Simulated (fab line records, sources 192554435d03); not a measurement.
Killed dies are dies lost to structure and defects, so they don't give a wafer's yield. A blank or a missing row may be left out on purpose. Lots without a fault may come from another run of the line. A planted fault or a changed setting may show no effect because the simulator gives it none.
Which tool did it? | flow n5_finfet | 11 lots, 31 wafers sampled, at 4 steps of a route of 1938

WHAT THE GAUGES READ, wafer by wafer
N5_BEOL_M12_CD_MEAS_17: target cd 140 nm. Usual: cd_nm 140.0 nm, standard deviation 2.2.
lot  | measured     | on        | cd_nm (nm)        | flag
L558 | day 12 12:22 | cd_sem-03 | 135.3 136.1 138.2 |
L560 | day 13 01:00 | cd_sem-02 | 140.2 136.2 137.8 |
L559 | day 13 19:09 | cd_sem-01 | 139.5 140.0 140.7 |
L563 | day 14 02:35 | cd_sem-02 | 140.3 144.1 142.2 |
L564 | day 14 13:57 | cd_sem-03 | 140.7 138.7 142.0 |
L565 | day 14 22:54 | cd_sem-02 | 138.6 139.0 135.5 |
L568 | day 15 01:39 | cd_sem-03 | 136.8 140.0 138.2 |
L570 | day 16 13:05 | cd_sem-02 | 141.2             |
L576 | day 17 16:49 | cd_sem-01 | 140.6 135.8 139.6 |
L579 | day 18 06:56 | cd_sem-03 | 142.3 142.0 142.7 |
L581 | day 18 17:38 | cd_sem-02 | 139.5 137.9 140.7 |

WHICH TOOL RAN EACH LOT (tool, then ch and the chambers of the sampled wafers, then the start)
lot  | N5_BEOL_M11_SURFACE_TREAT_76 | N5_BEOL_M12_VIA_ETCH_16            | N5_BEOL_M12_STRIP_64
L558 | pvd_sputter-03, day 12 09:06 | rie_diel-03 ch 0,2, day 12 11:57   | plasma_asher-02 ch 0,1, day 12 12:13
L560 | pvd_sputter-02, day 12 22:44 | rie_diel-01 ch 1,3, day 13 00:35   | plasma_asher-01 ch 0,1, day 13 00:51
L559 | pvd_sputter-02, day 13 16:26 | rie_diel-03 ch 1,2, day 13 18:44   | plasma_asher-01 ch 0,1, day 13 19:00
L563 | pvd_sputter-02, day 13 23:44 | rie_diel-01 ch 0,1,3, day 14 02:11 | plasma_asher-01 ch 0,1, day 14 02:26
L564 | pvd_sputter-01, day 14 11:29 | rie_diel-04 ch 1,2,3, day 14 13:32 | plasma_asher-02 ch 1, day 14 13:48
L565 | pvd_sputter-03, day 14 19:56 | rie_diel-04 ch 0,1,3, day 14 22:29 | plasma_asher-01 ch 0,1, day 14 22:45
L568 | pvd_sputter-03, day 14 23:20 | rie_diel-01 ch 2,3, day 15 01:15   | plasma_asher-02 ch 0,1, day 15 01:31
L570 | pvd_sputter-03, day 16 10:26 | rie_diel-01 ch 0, day 16 12:45     | plasma_asher-02 ch 0, day 16 12:58
L576 | pvd_sputter-01, day 17 13:46 | rie_diel-04 ch 0,2,3, day 17 16:24 | plasma_asher-01 ch 0,1, day 17 16:40
L579 | pvd_sputter-01, day 18 04:33 | rie_diel-03 ch 0,1,2, day 18 06:32 | plasma_asher-02 ch 0,1, day 18 06:48
L581 | pvd_sputter-03, day 18 15:01 | rie_diel-04 ch 1,2,3, day 18 17:14 | plasma_asher-01 ch 1, day 18 17:29
- N5_BEOL_M11_SURFACE_TREAT_76
- N5_BEOL_M12_VIA_ETCH_16: etches SiOC in C4F8/O2/Ar, target depth 724.8 nm.
- N5_BEOL_M12_STRIP_64: strips in N2/H2.

WHAT THE TOOLS THEMSELVES READ (means of the sampled wafers that have a number; where no wafer has one, the mark that the record gives instead)
N5_BEOL_M11_SURFACE_TREAT_76. Usual: ar_flow_sccm 30.00 sccm, standard deviation 0.088.
lot  | tool           | ar_flow_sccm (sccm) | flag
L558 | pvd_sputter-03 | 29.97               |
L560 | pvd_sputter-02 | 29.92               |
L559 | pvd_sputter-02 | 30.01               |
L563 | pvd_sputter-02 | 29.98               |
L564 | pvd_sputter-01 | 29.99               |
L565 | pvd_sputter-03 | 30.04               |
L568 | pvd_sputter-03 | 29.97               |
L570 | pvd_sputter-03 | 29.94               |
L576 | pvd_sputter-01 | 30.01               |
L579 | pvd_sputter-01 | 29.99               |
L581 | pvd_sputter-03 | 30.00               |

N5_BEOL_M12_VIA_ETCH_16. Usual: chamber_pressure_mTorr 30.000 mTorr, standard deviation 0.026; drypump_motor_current_A 5.9 A, standard deviation 0.49; oes_product_au 0.73 a.u., standard deviation 0.08; rf_fwd_power_W 2991 W, standard deviation 9.7; rf_vpp_V 665 V, standard deviation 3.8; showerhead_plenum_p_Torr 3.41 Torr, standard deviation 0.13; throttle_valve_pct 24.1 %, standard deviation 0.33.
lot  | tool        | chamber_pressure_mTorr (mTorr) | drypump_motor_current_A (A) | oes_product_au (a.u.) | rf_fwd_power_W (W) | rf_vpp_V (V) | showerhead_plenum_p_Torr (Torr) | throttle_valve_pct (%) | flag
L558 | rie_diel-03 | 30.007                         | 5.5                         | 0.80                  | 3002               | 668          | 3.52                            | 23.9                   |
L560 | rie_diel-01 | 29.996                         | 5.8                         | 0.76                  | 2994               | 662          | 3.32                            | 24.1                   |
L559 | rie_diel-03 | 30.000                         | 5.2                         | 0.75                  | 2996               | 666          | 3.41                            | 23.8                   |
L563 | rie_diel-01 | 29.985                         | 6.1                         | 0.71                  | 2990               | 665          | 3.38                            | 24.2                   |
L564 | rie_diel-04 | 29.982                         | 5.7                         | 0.72                  | 2994               | 666          | 3.44                            | 24.1                   |
L565 | rie_diel-04 | 29.984                         | 5.8                         | 0.73                  | 2996               | 667          | 3.49                            | 24.1                   |
L568 | rie_diel-01 | 30.013                         | 6.2                         | 0.72                  | 2983               | 662          | 3.29                            | 24.1                   |
L570 | rie_diel-01 | 30.073                         | 6.4                         | 1.14                  | 2991               | 669          | 3.50                            | 24.3                   | OFF
L576 | rie_diel-04 | 30.003                         | 5.6                         | 0.74                  | 2980               | 669          | 3.54                            | 24.2                   |
L579 | rie_diel-03 | 29.989                         | 5.4                         | 0.72                  | 2995               | 666          | 3.44                            | 23.9                   |
L581 | rie_diel-04 | 29.987                         | 5.7                         | 0.76                  | 3000               | 669          | 3.55                            | 24.0                   |

N5_BEOL_M12_STRIP_64. Usual: drypump_motor_current_A 5.89 A, standard deviation 0.2; heater_power_w 332 W, standard deviation 31; oes_product_au 0.715 a.u., standard deviation 0.0044; strip_time_to_endpoint_s 31.33 s, standard deviation 0.09.
lot  | tool            | drypump_motor_current_A (A) | heater_power_w (W) | oes_product_au (a.u.) | strip_time_to_endpoint_s (s) | flag
L558 | plasma_asher-02 | 5.94                        | 331                | 0.712                 | 31.21                        |
L560 | plasma_asher-01 | 5.86                        | 318                | 0.714                 | 31.39                        |
L559 | plasma_asher-01 | 5.94                        | 333                | 0.716                 | 31.53                        |
L563 | plasma_asher-01 | 5.87                        | 311                | 0.714                 | 31.18                        |
L564 | plasma_asher-02 | 5.63                        | 378                | 0.719                 | 31.25                        |
L565 | plasma_asher-01 | 5.87                        | 315                | 0.709                 | 31.29                        |
L568 | plasma_asher-02 | 5.77                        | 354                | 0.721                 | 31.36                        |
L570 | plasma_asher-02 | 6.15                        | 304                | 0.713                 | 31.31                        |
L576 | plasma_asher-01 | 5.94                        | 333                | 0.711                 | 31.44                        |
L579 | plasma_asher-02 | 5.96                        | 327                | 0.718                 | 31.26                        |
L581 | plasma_asher-01 | 5.78                        | 301                | 0.712                 | 31.43                        |

THE ANSWER, worked out from the rows above alone
Rule: a lot is off if the mean of its wafers that have a number lies more than 3 standard deviations from the usual mean. A lot without any number at a reading at which 4 lots or more have one is off too. The other lots that the step has rows for count as sound. The gauges are gone through in route order, then the tools' own readings, and for those a lot's mean is taken as printed above. The first step at which some lot is off is used, and at that step the reading that is off furthest; a lot without a number counts as furthest.
Off: L570, at N5_BEOL_M12_VIA_ETCH_16 (oes_product_au).
A tool fits if, at that step or a process step before it, it ran every lot that is off, and no sound lot after the first of them. One fits: rie_diel-01 at N5_BEOL_M12_VIA_ETCH_16. Its last sound lot is L568 (day 15 01:15), its first lot that is off L570 (day 16 12:45): a fault that began between those two fits.
The tool's own readings at N5_BEOL_M12_VIA_ETCH_16 bear it out: on the lots that are off they differ by more than 5 times the standard deviation of the sound lots' means. chamber_pressure_mTorr reads 30.073 mTorr there against 29.995 mTorr on the sound lots; oes_product_au reads 1.14 a.u. there against 0.74 a.u. on the sound lots.

WHAT THE SIMULATOR HAD PUT IN
Process parameter drift: rie_diel-01, from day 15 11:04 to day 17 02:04, at N5_BEOL_M12_VIA_ETCH_16. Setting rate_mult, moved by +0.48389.
Lots struck among those shown: L570. The rule above found the same.
